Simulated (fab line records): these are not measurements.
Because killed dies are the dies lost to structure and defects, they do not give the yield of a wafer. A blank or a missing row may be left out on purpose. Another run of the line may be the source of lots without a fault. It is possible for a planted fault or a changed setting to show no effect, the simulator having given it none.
A lot that was struck, set against a sound lot / flow n5_finfet / 37 steps out of a route of 1938
Sound: these wafers, L989.1, L989.3, L989.6. Struck: wafers L998.3, L998.5, L998.6. The cause is named last.
Each step with rows lists, per side, the tool, then ch with its chambers, then its first start. Under that, the readings that differ: sound wafers / struck wafers / difference of the means / sigmas: that difference in standard deviations of wafers without a fault.
alike: words and numbers the same on both sides, and readings whose means are apart by under 2 such deviations; not compared: readings that were withheld, readings missing a value for some wafer, numbers with overlapping values and no deviation given by the record, and bounds like >300 which may hide the same value.
A row with sigmas, a row that says differs or no value, or rows on one side alone: a step with any of these is where the two part. Non-overlapping numbers with no deviation appear without sigmas and do not part them. A reading that every wafer of one side lacks parts them only if that side has two wafers or more.

first, 9 steps without rows for these wafers: N5_PMOS_HMC_CHANNEL_EPI_EXPOSE_06 (exposes mask PMOS HMC BLK, target cd 240 nm); N5_PMOS_HMC_CHANNEL_EPI_PEB_07 (peb time 60 s); N5_PMOS_HMC_CHANNEL_EPI_DEVELOP_08 (develop time 30 s); N5_PMOS_HMC_CHANNEL_EPI_DESCUM_14 (chemistry O2, time 7.9 s); N5_PMOS_HMC_CHANNEL_EPI_ETCH_32 (etches BARC in N2/H2, stops on SiO2, target depth 85.8 nm, time 50.3 s); N5_PMOS_HMC_CHANNEL_EPI_HM_OPEN_15 (chemistry CHF3/O2, target SiO2, target depth 40.6 nm, time 20.3 s); N5_PMOS_HMC_CHANNEL_EPI_STRIP_33 (strips in N2/H2); N5_PMOS_HMC_CHANNEL_EPI_STRIP_17 (strips in SPM, time 750 s); N5_PMOS_HMC_CHANNEL_EPI_ETCH_38 (etches SiO2 in CF4, target depth 1.5 nm).
N5_PMOS_HMC_CHANNEL_EPI_FIN_RECESS_16: chemistry HBr/Cl2, target Si, target depth 54 nm, time 18 s.
  sound on rie_si-03 ch 0,1,2, day 3 17:47; struck on rie_si-03 ch 0,1,2, day 6 00:02
  no value came back on the struck wafers for any of 5 readings (HBr_flow_sccm (sccm), bias_w (W) and others); on the sound wafers HBr_flow_sccm (sccm) reads 149.6 150.1 149.5
reading=model.SiO2_of_PMOS_HMC_CHANNEL_EPI_HM_DEP_34.thk_nm (nm); sound=30.39 30.58 30.44; struck=33.76 34.92 34.3; difference=+3.86; sigmas=
  not compared: rf_hours_counter_h
then, 1 step without rows for these wafers: N5_PMOS_HMC_CHANNEL_EPI_PRECLEAN_36 (cleans in O3/DIW, time 45 s).
N5_PMOS_HMC_CHANNEL_EPI_PRECLEAN_18: cleans in DHF, time 30 s.
  sound on wet_bench-01 ch 2,3,4, day 3 17:55; struck on wet_bench-01 ch 4,5,7, day 6 00:09
reading=model.SiO2_of_PMOS_HMC_CHANNEL_EPI_HM_DEP_34.thk_nm (nm); sound=24.72 24.92 24.78; struck=28.23 29.39 28.79; difference=+4.00; sigmas=
then, 22 steps without rows for these wafers: N5_PMOS_HMC_CHANNEL_EPI_SRD_19 (time 30 s); N5_PMOS_HMC_CHANNEL_EPI_EPI_20 (deposits SiGe30, target thk 59 nm); N5_PMOS_HMC_CHANNEL_EPI_HM_STRIP_35 (strips SiO2 in dHF, material SiO2, target depth 39.6 nm, time 216 s); N5_PMOS_HMC_CHANNEL_EPI_SRD_39 (time 30 s); N5_PMOS_HMC_CHANNEL_EPI_CMP_21 (polishes SiGe30, target thk 54 nm); N5_PMOS_HMC_CHANNEL_EPI_PRECLEAN_40 (cleans in DHF, time 30 s); N5_PMOS_HMC_CHANNEL_EPI_PRECLEAN_37 (cleans in O3/DIW, time 45 s); N5_PMOS_HMC_CHANNEL_EPI_PRECLEAN_24 (cleans in DHF, time 30 s); N5_PMOS_HMC_CHANNEL_EPI_SRD_25 (time 30 s); N5_PMOS_HMC_CHANNEL_EPI_EPI_26 (deposits Si from SiH4/H2, target thk 3.8 nm, time 22.7 s); N5_FIN_SAQP_PRECLEAN_42 (cleans in O3/DIW, time 60 s); N5_FIN_SAQP_PRECLEAN_00 (cleans in SC1, time 60 s); N5_FIN_SAQP_PRECLEAN_44 (cleans in SC2, time 45 s); N5_FIN_SAQP_SRD_01 (time 30 s); N5_FIN_SAQP_ALD_61 (deposits SiO2, target thk 4 nm, pulse time 1 s, purge time 2 s); N5_FIN_SAQP_DENSIFY_62 (time 60 s); N5_FIN_SAQP_HM_DEP_03 (deposits SiNx from SiH4/NH3/N2, target thk 38 nm, time 33.6 s); N5_FIN_SAQP_PECVD_47 (deposits a-Si from SiH4/He, target thk 45 nm, time 36.3 s); N5_FIN_SAQP_PECVD_48 (deposits SiNx from SiH4/NH3/N2, target thk 25 nm, time 22.1 s); N5_FIN_SAQP_PECVD_06 (deposits a-Si from SiH4/He, target thk 60 nm, time 48.1 s); N5_FIN_SAQP_HM_DEP_72 (deposits SiO2 from SiH4/N2O, target thk 12 nm, time 7.2 s); N5_FIN_SAQP_COAT_49 (time 60 s, resist thk 100 nm).
N5_FIN_SAQP_OVL_MEAS_17:
  sound on overlay-01 ch 0, day 3 21:44; struck on overlay-01 ch 0, day 6 04:04
reading=FIN_CORE_OVL (nm); sound=0.8 1.0 2.0; struck=- - -; difference=no value on the struck wafers; sigmas=
-- record jumps: 7 days separate the struck wafers' starts on either side; left off in module FIN_SAQP, taken up again in module BEOL_M4, whose first shown step is the route's number 1111 --
N5_BEOL_M4_RC_MEAS_101:
  sound on prober-01 ch 0, day 10 06:32; struck on prober-02 ch 0, day 13 13:59
reading=DIBL_P (mV/V); sound=38.9 28.8 39.3; struck=63.3 57.9 62.2; difference=+25.5; sigmas=+8
reading=IOFF_P (nA/um); sound=0.24 0.11 0.25; struck=0.00 0.00 0.00; difference=-0.20; sigmas=-4
reading=IOFF_P_85C (nA/um); sound=4.1 2.1 4.2; struck=0.1 0.1 0.1; difference=-3.4; sigmas=-5
reading=IOFF_P_LIN (nA/um); sound=0.107 0.062 0.110; struck=0.001 0.000 0.001; difference=-0.092; sigmas=-5
reading=IOFF_P_LONG (nA/um); sound=9.4e-05 9.3e-05 9.2e-05; struck=3.1e-05 2.7e-05 3e-05; difference=-6.4e-05; sigmas=-6
reading=ION_P (uA/um); sound=472 434 463; struck=118 113 118; difference=-340; sigmas=-39
reading=REXT_P (ohm.um); sound=99.0 101.0 98.7; struck=80.1 80.0 79.3; difference=-19.8; sigmas=-9
reading=SS_P (mV/dec); sound=75.0 71.6 75.2; struck=78.6 77.9 77.9; difference=+4.2; sigmas=+5
reading=VT_P (mV); sound=-251 -260 -250; struck=-409 -423 -413; difference=-161; sigmas=-40
reading=VT_P_LONG (mV); sound=-277.4 -278.6 -278.4; struck=-496.0 -498.2 -494.7; difference=-218.2; sigmas=-78
reading=VT_P_LVT (mV); sound=-98 -107 -97; struck=-257 -265 -258; difference=-159; sigmas=-41
  alike: DIBL_N, IOFF_N, ION_N, SS_N, VT_N
-- record jumps: 4 days separate the struck wafers' starts on either side; left off in module BEOL_M4, taken up again in module PASSIVATION, whose first shown step is the route's number 1936 --
N5_PASSIVATION_PROBE_49:
  rows exist in the record for the struck wafers here (prober-01, day 18 01:22), but not for the sound ones

WHERE THEY PART
Earliest at N5_PMOS_HMC_CHANNEL_EPI_FIN_RECESS_16; latest, in this record, at N5_PASSIVATION_PROBE_49.

WHY: the cause the simulator had injected
Whole step skipped at N5_PMOS_HMC_CHANNEL_EPI_FIN_RECESS_16 on rie_si-03, starting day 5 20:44. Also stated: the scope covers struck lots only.
